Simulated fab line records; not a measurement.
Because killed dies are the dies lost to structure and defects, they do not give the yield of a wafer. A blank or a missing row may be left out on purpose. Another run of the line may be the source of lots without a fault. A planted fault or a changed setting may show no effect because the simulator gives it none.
Which tool did it?    flow n5Finfet    33 wafers from 11 lots sampled at 5 of the route's 1938 steps

## WHAT THE GAUGES READ, wafer by wafer
N5_BEOL_M12_INSPECT_55: inspects for defects (darkfield). Usual: rawDefectCount at 73, with a standard deviation of 24.
lot   measured      on                rawDefectCount  flag
L468  day 10 15:28  defectInspect-01  43 54 50        
L470  day 11 02:04  defectInspect-01  63 61 68        
L469  day 11 02:41  defectInspect-02  66 52 60        
L471  day 11 11:23  defectInspect-01  75 87 151       
L472  day 11 23:19  defectInspect-01  83 57 90        
L484  day 14 21:44  defectInspect-02  74 44 70        
L481  day 14 21:49  defectInspect-01  88 100 89       
L483  day 15 08:21  defectInspect-01  72 48 73        
L486  day 15 08:54  defectInspect-02  94 103 58       
L488  day 16 02:50  defectInspect-02  85 84 97        
L487  day 16 02:59  defectInspect-02  53 65 87        

N5_BEOL_M13_CD_MEAS_10: the cd target is 190 nm. Usual: cdNm at 188.8 nm, with a standard deviation of 1.2.
lot   measured      on        cdNm (nm)          flag
L468  day 10 16:05  cdSem-02  189.7 188.5 189.5  
L470  day 11 02:33  cdSem-02  189.7 190.7 189.6  
L469  day 11 03:17  cdSem-01  188.3 189.4 187.6  
L471  day 11 11:52  cdSem-03  187.9 187.0 187.8  
L472  day 12 04:07  cdSem-01  188.6 187.5 188.1  
L484  day 14 22:21  cdSem-02  186.9 188.4 187.4  
L481  day 14 22:31  cdSem-02  189.8 189.9 188.7  
L483  day 15 08:58  cdSem-03  188.6 189.0 187.5  
L486  day 15 09:31  cdSem-01  188.0 188.0 188.0  
L488  day 16 03:22  cdSem-02  188.1 188.7 188.9  
L487  day 16 03:28  cdSem-01  187.7 188.0 188.3  

N5_BEOL_M13_CD_MEAS_28: the cd target is 209.5 nm. Usual: cdNm at 210.4 nm, with a standard deviation of 0.83.
lot   measured      on        cdNm (nm)          flag
L468  day 10 17:17  cdSem-03  210.5 210.4 210.6  
L470  day 11 03:29  cdSem-01  209.0 209.5 211.0  
L469  day 11 04:22  cdSem-01  210.3 210.6 211.6  
L471  day 11 12:49  cdSem-03  210.2 210.6 211.0  
L472  day 12 05:03  cdSem-02  209.9 209.5 209.6  
L484  day 14 23:32  cdSem-03  209.9 210.6 209.6  
L481  day 14 23:42  cdSem-03  217.1 216.1 216.0  OFF
L483  day 15 09:55  cdSem-02  214.0 214.5 214.4  OFF
L486  day 15 10:35  cdSem-03  211.7 211.9 211.3  
L488  day 16 04:52  cdSem-03  209.6 210.4 210.3  
L487  day 16 04:58  cdSem-01  211.0 211.3 211.6  

## EACH LOT AND THE TOOL THAT RAN IT (in order: tool; ch and the chambers of the sampled wafers; start)
lot   N5_BEOL_M13_STRIP_63                 N5_BEOL_M13_EXPOSE_25
L468  plasmaAsher-02 ch 0,1, day 10 16:38  krfScanner-01 ch 0, day 10 17:07
L470  plasmaAsher-01 ch 0,1, day 11 02:58  krfScanner-02 ch 0, day 11 03:19
L469  plasmaAsher-02 ch 0,1, day 11 03:42  krfScanner-01 ch 0, day 11 04:11
L471  plasmaAsher-01 ch 0,1, day 11 12:18  krfScanner-01 ch 0, day 11 12:40
L472  plasmaAsher-02 ch 0,1, day 12 04:32  krfScanner-01 ch 0, day 12 04:53
L484  plasmaAsher-02 ch 0,1, day 14 22:52  krfScanner-02 ch 0, day 14 23:22
L481  plasmaAsher-02 ch 0,1, day 14 23:02  krfScanner-01 ch 0, day 14 23:32
L483  plasmaAsher-02 ch 0,1, day 15 09:23  krfScanner-01 ch 0, day 15 09:45
L486  plasmaAsher-01 ch 0,1, day 15 09:55  krfScanner-02 ch 0, day 15 10:25
L488  plasmaAsher-01 ch 0,1, day 16 04:20  krfScanner-02 ch 0, day 16 04:42
L487  plasmaAsher-02 ch 0,1, day 16 04:26  krfScanner-02 ch 0, day 16 04:47
- N5_BEOL_M13_STRIP_63: strips in N2/H2.
- N5_BEOL_M13_EXPOSE_25: exposes mask M13, target cd 210 nm.

## WHAT THE TOOLS THEMSELVES READ (means of the sampled wafers that have a number; where no wafer has one, the mark that the record gives instead)
N5_BEOL_M13_STRIP_63. Usual: drypumpMotorCurrentA 5.8 A, standard deviation 0.62; heaterPowerW 344 W, standard deviation 27; n2FlowSccm 1750 sccm, standard deviation 4.7; oesProductAu 0.674 a.u., standard deviation 0.0044; stripTimeToEndpointS 27.9 s, standard deviation 1.
lot   tool            drypumpMotorCurrentA (A)  heaterPowerW (W)  n2FlowSccm (sccm)  oesProductAu (a.u.)  stripTimeToEndpointS (s)  flag
L468  plasmaAsher-02  5.3                       370               1749               0.674                28.8                      
L470  plasmaAsher-01  6.3                       327               1754               0.676                28.2                      
L469  plasmaAsher-02  5.4                       344               1748               0.673                27.9                      
L471  plasmaAsher-01  6.5                       333               1747               0.673                28.0                      
L472  plasmaAsher-02  5.2                       367               1747               0.670                25.9                      
L484  plasmaAsher-02  5.4                       347               1746               0.673                29.3                      
L481  plasmaAsher-02  5.4                       346               1749               0.675                28.4                      
L483  plasmaAsher-02  5.4                       343               1752               0.672                28.1                      
L486  plasmaAsher-01  6.4                       331               1750               0.671                29.2                      
L488  plasmaAsher-01  6.3                       326               1748               0.669                27.4                      
L487  plasmaAsher-02  5.2                       371               1755               0.679                28.5                      

N5_BEOL_M13_EXPOSE_25. Usual: exposureDoseMJCm2 at 21.991, with a standard deviation of 0.024.
lot   tool           exposureDoseMJCm2  flag
L468  krfScanner-01  21.987             
L470  krfScanner-02  21.986             
L469  krfScanner-01  22.011             
L471  krfScanner-01  21.971             
L472  krfScanner-01  21.996             
L484  krfScanner-02  21.976             
L481  krfScanner-01  23.181             OFF
L483  krfScanner-01  22.788             OFF
L486  krfScanner-02  21.952             
L488  krfScanner-02  21.987             
L487  krfScanner-02  21.994             

## THE ANSWER, worked out from the rows above alone
Rule: a lot counts as off when the mean over its wafers that have a number is more than 3 standard deviations away from the usual mean. Also off: a lot with no number at a reading for which 4 or more lots have one. Any other lot the step has rows for is counted as sound. First the gauges in route order, then the tools' own readings, where a lot's mean is used as printed above. At the first step where some lot is off, the reading lying furthest off is the one used; lots without a number count as furthest.
Off at N5_BEOL_M13_CD_MEAS_28 (cdNm): L481, L483.
If a tool, at a process step before that reading, ran all the lots that are off and no sound lot after the first of them, it fits. The gauges at N5_BEOL_M13_CD_MEAS_28 aren't tried: what is off there is off at N5_BEOL_M13_EXPOSE_25 too, on other tools, and a gauge's error can't cause that. One candidate fits, namely krfScanner-01 at N5_BEOL_M13_EXPOSE_25. A fault onset in the window from L472 (day 12 04:53, its last sound lot) to L481 (day 14 23:32, its first lot off) fits.
On the lots that are off, the tool's own readings at N5_BEOL_M13_EXPOSE_25 differ by more than 5 times the standard deviation of the sound lots' means, which bears it out; exposureDoseMJCm2 reads 22.985 there versus 21.984 on the sound lots.

## WHAT WAS PUT IN BY THE SIMULATOR
Process parameter drift: krfScanner-01, from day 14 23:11 on, at N5_BEOL_M13_EXPOSE_25. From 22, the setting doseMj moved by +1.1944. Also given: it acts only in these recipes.
Struck lots among those shown: L481, L483. This agrees with what the rule above found.
